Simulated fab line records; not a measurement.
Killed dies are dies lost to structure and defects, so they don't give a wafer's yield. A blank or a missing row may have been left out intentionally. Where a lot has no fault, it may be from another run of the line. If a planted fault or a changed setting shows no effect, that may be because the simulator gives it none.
fab line records	flow n5-finfet	part 1 of 2: steps 1 to 3 of 6
[record] lots = 20	wafers = 60	last-day = 20
route steps=1938 shown BEOL_M8@1354
lots that met no fault: from a run of the same line without faults
start-h: hours from the record's opening day to when the first of the lot's shown wafers began	wait-h: hours since the lot's step before	" identical to the entry in the row above	L1.1+2: a single row standing in for several wafers	- no value, or no start was given	* or withheld: withheld	< > ~ a bound
route shown NAME@n: names a module that has steps shown in the file, with the first one's number in the route	usual: mean/standard deviation taken from wafers without a fault	same: alike in all rows	chamber/n: place in a boat	sites: readings site by site	_std_site: the values' standard deviation	_edge_site: outer sites' mean less inner sites'	radius-mm: how far each site lies from the wafer's centre	mask NAME#n: copy n	behind: the tool/chamber that last shaped the wafer	hold: cause of the lot's hold/its duration in hours/its outcome	device: transistor that didn't switch, given as n, p or np	end of line: tests of these same wafers at the route's end	a step given without rows: its recipe and nothing more	killed: dies that structure and defects cost at the first sort, which is not the same as the wafer's yield	map: per-die view of a wafer (x killed, . not killed, _ where there is no die)
set.NAME: the setting that was run; set.NAME@STEP: the one run at that earlier step	model.NAME: the simulator's own value behind a step, which no gauge read
one table for each step of the route and one row for each wafer, over a sample of lots
services: the hour from which a tool's chamber was out of use, counted from the record's first day as start-h (under 0 if before that day), plus the number of hours and why
[[steps]]
[step N5_BEOL_M8_STRIP_19]
[recipe] chemistry = O2	power-w = 400	temp-c = 40	pressure-mtorr = 30	rf-frequency-hz = 6e+07	bias-power-w = 0	overash-fraction = 0.2	o2-flow-sccm = 225
[usual] chamber-pressure-mTorr = 30.00/0.033	drypump-motor-current-A = 5.6/0.39	oes-product-au = 0.79/0.097	rf-vpp-V = 3.7/0.57	showerhead-plenum-p-Torr = 2.09/0.084	throttle-valve-pct = 16.66/0.27
lot.wafer	tool	chamber	start-h	wait-h	chamber-pressure-mTorr	drypump-motor-current-A	oes-product-au	rf-hours-counter-h	rf-vpp-V	showerhead-plenum-p-Torr	throttle-valve-pct
L074.2	rie-diel-01	2	232.79	0.2	29.97	5.1	0.69	219	3.3	2.07	16.87
L074.3	"	1	"	"	29.98	5.8	0.78	130	4.3	2.19	16.48
L074.5	"	1	"	"	29.95	5.8	0.78	-	4.5	2.19	16.46
L075.3	rie-diel-01	3	255.19	0.1	29.97	5.0	0.75	165	2.6	2.02	16.91
L075.5	"	3	"	"	29.98	5.0	0.75	-	3.9	2.02	16.91
L075.6	"	2	"	"	30.00	5.1	0.70	-	3.8	2.07	16.87
L078.1	rie-diel-04	1	257.88	0.2	30.00	6.1	0.71	201	3.7	1.99	16.95
L078.3	"	3	"	"	30.02	5.5	0.75	170	4.0	2.03	16.85
L078.6	"	3	"	"	30.02	5.5	0.75	-	3.7	2.03	16.88
L076.1	rie-diel-05	0	262.49	0.3	29.96	5.2	0.72	215	2.7	1.96	16.43
L076.4	"	1	"	"	30.07	6.2	0.75	-	3.7	2.09	17.07
L076.5	"	0	"	"	30.02	5.2	0.72	-	3.0	1.96	16.42
L077.1	rie-diel-04	1	263.85	0.1	30.03	6.1	0.70	204	2.9	1.99	16.95
L077.4	"	2	"	"	30.05	5.6	0.86	57	3.3	2.11	16.70
L077.5	"	3	"	"	29.98	5.5	0.75	-	4.0	2.03	16.89
L083.2	rie-diel-01	3	283.65	0.1	30.03	5.0	0.73	176	4.0	2.02	16.94
L083.5	"	0	"	"	30.05	6.3	0.95	-	4.4	2.17	16.54
L083.6	"	1	"	"	30.06	5.8	0.76	-	3.1	2.18	16.51
L082.2	rie-diel-04	0	283.91	0.1	29.97	5.8	0.76	159	4.6	2.12	16.53
L082.4	"	2	"	"	30.06	5.6	0.86	66	4.1	2.10	16.73
L082.5	"	0	"	"	30.02	5.8	0.76	-	4.3	2.12	16.52
L084.1	rie-diel-05	2	302.75	0.1	29.98	5.3	0.96	7	3.7	2.12	16.31
L084.4	"	3	"	"	30.03	5.5	0.96	-	3.5	2.25	16.23
L084.6	"	0	"	"	30.01	5.1	0.71	-	4.7	1.95	16.48
L085.1	rie-diel-05	0	307.51	0.1	29.97	5.1	0.71	236	3.7	1.95	16.46
L085.2	"	3	"	"	30.01	5.4	0.96	19	3.4	2.24	16.23
L085.4	"	0	"	"	30.02	5.1	0.71	-	2.5	1.95	16.49
L088.1	rie-diel-04	1	318.78	0.1	30.01	6.2	0.69	226	3.1	1.99	17.01
L088.2	"	3	"	"	29.94	5.5	0.72	193	4.3	2.02	16.92
L088.6	"	3	"	"	30.02	5.5	0.73	-	3.5	2.02	16.91
L087.1	rie-diel-05	0	326.59	0.1	30.06	5.1	0.70	243	3.4	1.95	16.49
L087.2	"	1	"	"	30.02	6.1	0.74	179	3.3	2.09	17.07
L087.4	"	2	"	"	30.00	5.3	0.92	18	4.5	2.12	16.34
L089.1	rie-diel-05	0	330.10	0.1	29.98	5.1	0.69	245	4.3	1.95	16.50
L089.2	"	3	"	"	29.99	5.4	0.92	28	2.8	2.24	16.24
L089.6	"	3	"	"	29.97	5.5	0.94	-	3.1	2.24	16.26
L086.2	rie-diel-05	1	335.92	0.1	29.94	6.2	0.74	182	3.6	2.09	17.08
L086.4	"	0	"	"	30.04	5.2	0.70	246	3.0	1.95	16.48
L086.6	"	3	"	"	30.03	5.4	0.93	-	3.6	2.24	16.23
L091.1	rie-diel-04	2	338.79	0.1	29.96	5.6	0.83	88	3.5	2.10	16.80
L091.4	"	2	"	"	29.97	5.6	0.83	-	3.6	2.10	16.76
L091.5	"	1	"	"	30.03	6.1	0.67	-	4.0	1.98	17.00
L093.3	rie-diel-04	3	353.21	0.2	29.94	5.5	0.71	208	3.5	2.02	16.94
L093.4	"	1	"	"	30.02	6.1	0.67	-	3.3	1.98	17.01
L093.6	"	3	"	"	29.97	5.5	0.71	-	3.4	2.02	16.94
L092.1	rie-diel-05	1	356.23	0.2	30.00	6.1	0.73	189	3.1	2.09	17.10
L092.3	"	2	"	"	30.04	5.2	0.88	28	3.2	2.12	16.36
L092.5	"	3	"	"	29.95	5.4	0.92	-	2.7	2.24	16.26
L090.1	rie-diel-04	2	360.11	0.2	30.01	5.6	0.81	100	4.0	2.09	16.81
L090.3	"	3	"	"	29.98	5.5	0.71	213	4.6	2.02	16.97
L090.5	"	2	"	"	30.02	5.6	0.80	-	3.8	2.09	16.80
L096.2	rie-diel-01	0	372.62	0.1	29.99	6.3	0.88	43	3.9	2.15	16.59
L096.3	"	2	"	"	30.00	5.1	0.98	6	3.0	2.05	16.41
L096.4	"	1	"	"	29.97	5.8	0.74	179	4.3	2.17	16.54
L097.1	rie-diel-01	0	386.51	0.1	30.01	6.3	0.87	49	4.0	2.15	16.59
L097.4	"	3	"	"	30.03	5.1	0.70	212	4.1	2.00	17.00
L097.6	"	0	"	"	29.95	6.3	0.88	-	2.8	2.15	16.59
L095.2	rie-diel-05	1	388.09	0.1	30.03	6.1	0.72	198	4.1	2.08	17.12
L095.4	"	0	"	"	29.99	5.2	0.93	8	3.8	2.20	16.10
L095.5	"	2	"	"	30.02	5.3	0.87	-	3.3	2.11	16.37
[step N5_BEOL_M8_ETCH_72]
[recipe] chemistry = N2/H2	target = underlayer	target-depth-a = 65	mask-material = CAR-EUV	time-s = 5.2	ion-energy-ev = 200	pressure-mtorr = 30	source-w = 840	bias-w = 150	n2-flow-sccm = 200	h2-flow-sccm = 200	ends = cleared
[usual] chamber-pressure-mTorr = 30.00/0.04	drypump-motor-current-A = 5.6/0.4	etch-rf-on-time-s = 5.13/0.16	oes-product-au = 0.69/0.082	rf-vpp-V = 524.0/2.9	showerhead-plenum-p-Torr = 2.54/0.098	throttle-valve-pct = 17.7/0.33
lot.wafer	tool	chamber	start-h	wait-h	chamber-pressure-mTorr	drypump-motor-current-A	etch-rf-on-time-s	oes-product-au	rf-hours-counter-h	rf-vpp-V	showerhead-plenum-p-Torr	throttle-valve-pct
L074.2	rie-diel-04	1	235.39	0.0	30.01	6.1	5.23	0.62	193	519.7	2.43	18.1
L074.3	"	2	"	"	30.05	5.6	4.95	0.74	45	525.5	2.58	17.9
L074.5	"	3	"	"	30.01	5.5	4.94	0.67	-	521.0	2.42	17.8
L075.3	rie-diel-01	2	255.76	0.0	30.03	5.1	5.30	0.58	228	524.6	2.54	18.4
L075.5	"	1	"	"	29.98	5.8	5.47	0.64	-	525.8	2.68	17.8
L075.6	"	2	"	"	30.01	5.1	5.25	0.60	-	523.2	2.54	18.3
L078.1	rie-diel-01	0	260.34	0.0	29.92	6.2	4.95	0.87	2	526.3	2.58	17.4
L078.3	"	1	"	"	29.98	5.8	5.33	0.66	141	526.7	2.68	17.8
L078.6	"	2	"	"	29.94	5.1	5.11	0.60	-	524.2	2.54	18.3
L076.1	rie-diel-04	0	265.51	0.0	29.98	5.8	5.19	0.64	156	522.3	2.55	17.7
L076.4	"	3	"	"	30.01	5.5	4.94	0.65	173	524.8	2.42	17.8
L076.5	"	3	"	"	30.03	5.5	4.93	0.66	-	522.6	2.42	17.8
L077.1	rie-diel-05	1	265.55	0.0	30.04	6.2	5.05	0.66	165	524.5	2.51	18.1
L077.4	"	1	"	"	29.99	6.2	5.07	0.64	-	526.2	2.51	18.1
L077.5	"	0	"	"	29.97	5.1	5.26	0.62	-	520.5	2.42	17.8
L083.2	rie-diel-01	0	284.39	0.0	29.97	6.2	5.00	0.81	12	525.3	2.58	17.5
L083.5	"	0	"	"	29.96	6.2	4.96	0.82	-	524.5	2.58	17.5
L083.6	"	1	"	"	30.06	5.8	5.34	0.63	-	526.1	2.68	17.8
L082.2	rie-diel-05	2	286.94	0.0	30.04	5.3	5.12	0.83	0	525.4	2.56	17.3
L082.4	"	0	"	"	30.05	5.2	5.23	0.61	-	520.8	2.41	17.9
L082.5	"	3	"	"	29.96	5.4	4.96	0.82	-	528.9	2.67	17.1
L084.1	rie-diel-04	0	303.75	0.0	30.00	5.8	5.30	0.62	166	523.6	2.55	17.7
L084.4	"	2	"	"	29.96	5.6	5.02	0.70	74	525.7	2.56	18.0
L084.6	"	1	"	"	29.99	6.2	5.31	0.59	-	521.8	2.41	18.2
L085.1	rie-diel-04	2	311.97	0.0	30.05	5.6	5.01	0.72	78	525.5	2.56	18.0
L085.2	"	3	"	"	30.08	5.5	4.93	0.64	190	521.7	2.41	17.8
L085.4	"	1	"	"	29.97	6.1	5.25	0.60	224	519.2	2.41	18.2
L088.1	rie-diel-01	3	320.92	0.0	29.91	5.1	5.34	0.62	190	518.8	2.39	17.8
L088.2	"	1	"	"	29.99	5.8	5.44	0.62	161	526.5	2.67	17.9
L088.6	"	0	"	"	30.05	6.3	5.06	0.78	-	525.3	2.57	17.5
L087.1	rie-diel-04	2	329.54	0.0	29.96	5.6	4.94	0.71	84	524.6	2.56	18.0
L087.2	"	1	"	"	30.02	6.1	5.16	0.59	230	517.9	2.41	18.2
L087.4	"	0	"	"	30.04	5.8	5.11	0.63	174	525.4	2.55	17.7
L089.1	rie-diel-01	0	331.80	0.0	29.91	6.2	4.99	0.77	31	525.2	2.57	17.5
L089.2	"	1	"	"	29.97	5.8	5.30	0.63	167	525.4	2.67	17.9
L089.6	"	3	"	"	30.07	5.1	5.24	0.62	-	518.1	2.39	17.9
L086.2	rie-diel-05	1	337.27	0.0	30.00	6.2	5.08	0.63	182	522.9	2.50	18.1
L086.4	"	2	"	"	30.04	5.3	5.02	0.77	21	524.4	2.56	17.3
L086.6	"	0	"	"	29.99	5.1	5.23	0.59	-	520.3	2.40	18.0
L091.1	rie-diel-01	3	340.83	0.0	30.03	5.0	5.25	0.62	200	520.7	2.39	17.9
L091.4	"	0	"	"	30.04	6.3	5.05	0.75	36	524.3	2.57	17.5
L091.5	"	0	"	"	30.02	6.3	5.02	0.76	-	523.7	2.57	17.5
L093.3	rie-diel-05	2	354.44	0.0	29.94	5.3	5.01	0.76	27	526.5	2.55	17.3
L093.4	"	2	"	"	29.99	5.3	5.08	0.75	-	525.6	2.55	17.4
L093.6	"	3	"	"	29.96	5.5	4.89	0.78	-	528.8	2.66	17.1
L092.1	rie-diel-05	2	358.13	0.0	29.98	5.3	5.13	0.75	30	523.1	2.55	17.3
L092.3	"	1	"	"	29.96	6.2	5.09	0.62	190	523.5	2.50	18.1
L092.5	"	1	"	"	29.96	6.1	5.13	0.62	-	525.6	2.50	18.1
L090.1	rie-diel-05	1	361.92	0.0	30.04	6.2	5.10	0.62	193	523.0	2.50	18.1
L090.3	"	3	"	"	29.95	5.5	4.93	0.79	41	529.2	2.66	17.1
L090.5	"	1	"	"	29.91	6.2	5.06	0.64	-	522.1	2.50	18.1
L096.2	rie-diel-05	0	376.40	0.0	29.95	5.1	5.20	0.81	4	529.1	2.72	17.6
L096.3	"	2	"	"	29.97	5.3	5.05	0.74	40	526.0	2.55	17.3
L096.4	"	3	"	"	29.97	5.4	4.94	0.77	-	527.0	2.66	17.1
L097.1	rie-diel-01	0	387.56	0.0	29.99	6.3	5.01	0.76	49	523.7	2.56	17.5
L097.4	"	1	"	"	30.06	5.8	5.47	0.62	185	529.4	2.66	17.9
L097.6	"	0	"	"	30.00	6.3	5.04	0.74	-	525.4	2.56	17.5
L095.2	rie-diel-04	3	391.89	0.0	29.99	5.5	4.94	0.62	226	521.3	2.40	17.9
L095.4	"	3	"	"	30.03	5.5	4.92	0.63	-	521.2	2.40	17.9
L095.5	"	2	"	"	29.98	5.6	4.97	0.67	-	524.0	2.55	18.0
[step N5_BEOL_M8_VIA_ETCH_34]
[recipe] chemistry = C4F6/O2	target = SiCOH_lowk	target-depth-a = 1255	mask-material = SOC	taper-deg = 4	time-s = 50.5	ion-energy-ev = 250	pressure-mtorr = 30	source-w = 345	bias-w = 185	Ar_flow_sccm = 300	C4F6_flow_sccm = 10	O2_flow_sccm = 10
[usual] chamber-pressure-mTorr = 30.002/0.026	drypump-motor-current-A = 5.6/0.4	mfc-ar-sccm = 299.9/0.86	oes-product-au = 0.81/0.097	rf-vpp-V = 670/18	showerhead-plenum-p-Torr = 2.87/0.12	throttle-valve-pct = 20.90/0.24
lot.wafer	tool	chamber	start-h	wait-h	chamber-pressure-mTorr	drypump-motor-current-A	mfc-ar-sccm	oes-product-au	rf-hours-counter-h	rf-vpp-V	showerhead-plenum-p-Torr	throttle-valve-pct
L074.2	rie-diel-04	1	235.54	0.0	29.971	6.1	301.6	0.72	193	656	2.73	21.22
L074.3	"	2	"	"	29.977	5.6	299.6	0.90	45	666	2.93	21.28
L074.5	"	3	"	"	29.985	5.5	300.5	0.78	-	642	2.72	20.85
L075.3	rie-diel-01	2	255.90	0.0	30.071	5.1	301.8	0.69	228	654	2.82	21.14
L075.5	"	1	"	"	30.003	5.9	300.1	0.77	-	706	3.00	20.86
L075.6	"	2	"	"	29.962	5.1	299.1	0.70	-	655	2.82	21.13
L078.1	rie-diel-01	0	260.48	0.0	29.958	6.3	299.3	0.99	2	654	2.93	20.73
L078.3	"	1	"	"	30.011	5.8	299.2	0.77	141	705	3.00	20.86
L078.6	"	2	"	"	30.020	5.1	297.5	0.69	-	654	2.82	21.13
L076.1	rie-diel-04	0	265.65	0.0	29.998	5.8	301.2	0.75	157	701	2.83	20.47
L076.4	"	3	"	"	29.958	5.5	300.2	0.77	173	641	2.72	20.90
L076.5	"	3	"	"	30.051	5.5	297.9	0.76	-	643	2.72	20.88
L077.1	rie-diel-05	1	265.70	0.0	30.004	6.2	300.0	0.75	165	668	2.83	21.21
L077.4	"	1	"	"	30.005	6.2	299.9	0.75	-	666	2.83	21.24
L077.5	"	0	"	"	30.054	5.1	299.8	0.72	-	665	2.70	20.76
L083.2	rie-diel-01	0	284.53	0.0	30.038	6.2	299.9	0.95	12	655	2.93	20.76
L083.5	"	0	"	"	29.986	6.2	299.8	0.94	-	655	2.92	20.76
L083.6	"	1	"	"	30.039	5.8	298.9	0.77	-	707	2.99	20.88
L082.2	rie-diel-05	2	287.09	0.0	29.987	5.2	299.9	0.98	1	673	2.95	20.89
L082.4	"	0	"	"	29.967	5.1	300.2	0.71	-	662	2.70	20.78
L082.5	"	3	"	"	30.022	5.5	299.4	0.98	-	669	3.06	20.55
L084.1	rie-diel-04	0	303.89	0.0	30.003	5.8	300.1	0.74	166	701	2.83	20.47
L084.4	"	2	"	"	30.010	5.6	300.9	0.84	74	666	2.91	21.30
L084.6	"	1	"	"	30.027	6.1	299.3	0.70	-	655	2.72	21.25
L085.1	rie-diel-04	2	312.12	0.0	29.990	5.6	299.2	0.83	78	668	2.91	21.32
L085.2	"	3	"	"	29.992	5.5	300.1	0.74	191	640	2.71	20.91
L085.4	"	1	"	"	29.993	6.1	298.5	0.70	224	655	2.72	21.24
L088.1	rie-diel-01	3	321.06	0.0	30.039	5.0	299.5	0.72	190	673	2.71	21.03
L088.2	"	1	"	"	29.974	5.8	301.4	0.75	161	704	2.99	20.88
L088.6	"	0	"	"	29.978	6.3	301.1	0.91	-	653	2.92	20.79
L087.1	rie-diel-04	2	329.68	0.0	30.024	5.7	298.3	0.83	84	665	2.91	21.31
L087.2	"	1	"	"	29.981	6.2	299.0	0.69	230	653	2.72	21.26
L087.4	"	0	"	"	29.971	5.8	300.7	0.74	174	699	2.83	20.48
L089.1	rie-diel-01	0	331.95	0.0	30.007	6.2	299.5	0.90	31	653	2.92	20.80
L089.2	"	1	"	"	30.008	5.8	298.6	0.75	167	705	2.99	20.87
L089.6	"	3	"	"	29.972	5.1	299.8	0.71	-	673	2.70	21.04
L086.2	rie-diel-05	1	337.41	0.0	29.979	6.2	300.1	0.74	182	667	2.82	21.23
L086.4	"	2	"	"	29.988	5.3	300.2	0.90	21	672	2.94	20.90
L086.6	"	0	"	"	30.026	5.2	300.2	0.70	-	664	2.69	20.80
L091.1	rie-diel-01	3	340.98	0.0	29.981	5.1	301.5	0.72	201	673	2.70	21.03
L091.4	"	0	"	"	29.991	6.3	299.6	0.88	36	653	2.91	20.81
L091.5	"	0	"	"	30.027	6.2	300.2	0.89	-	654	2.91	20.78
L093.3	rie-diel-05	2	354.58	0.0	30.009	5.3	299.2	0.90	27	672	2.93	20.91
L093.4	"	2	"	"	29.994	5.3	300.0	0.89	-	672	2.93	20.91
L093.6	"	3	"	"	30.040	5.4	301.6	0.92	-	666	3.04	20.60
L092.1	rie-diel-05	2	358.28	0.0	29.998	5.3	297.7	0.89	30	672	2.93	20.92
L092.3	"	1	"	"	30.055	6.2	300.3	0.73	191	666	2.81	21.25
L092.5	"	1	"	"	29.952	6.1	299.4	0.73	-	666	2.81	21.26
L090.1	rie-diel-05	1	362.07	0.0	29.947	6.2	300.5	0.72	193	668	2.81	21.25
L090.3	"	3	"	"	29.962	5.4	300.9	0.91	41	666	3.04	20.60
L090.5	"	1	"	"	30.009	6.2	300.0	0.73	-	666	2.81	21.24
L096.2	rie-diel-05	0	376.55	0.0	29.967	5.2	300.1	0.96	4	674	3.02	20.50
L096.3	"	2	"	"	30.036	5.3	300.3	0.87	40	671	2.93	20.92
L096.4	"	3	"	"	30.030	5.5	299.6	0.90	-	666	3.04	20.61
L097.1	rie-diel-01	0	387.70	0.0	29.974	6.2	299.1	0.87	49	654	2.91	20.80
L097.4	"	1	"	"	30.020	5.8	300.2	0.73	185	706	2.98	20.93
L097.6	"	0	"	"	29.997	6.2	299.4	0.87	-	652	2.91	20.83
L095.2	rie-diel-04	3	392.03	0.0	30.038	5.5	301.2	0.72	226	639	2.70	20.96
L095.4	"	3	"	"	29.969	5.5	300.0	0.72	-	640	2.70	20.96
L095.5	"	2	"	"	29.983	5.6	301.1	0.80	-	666	2.90	21.36
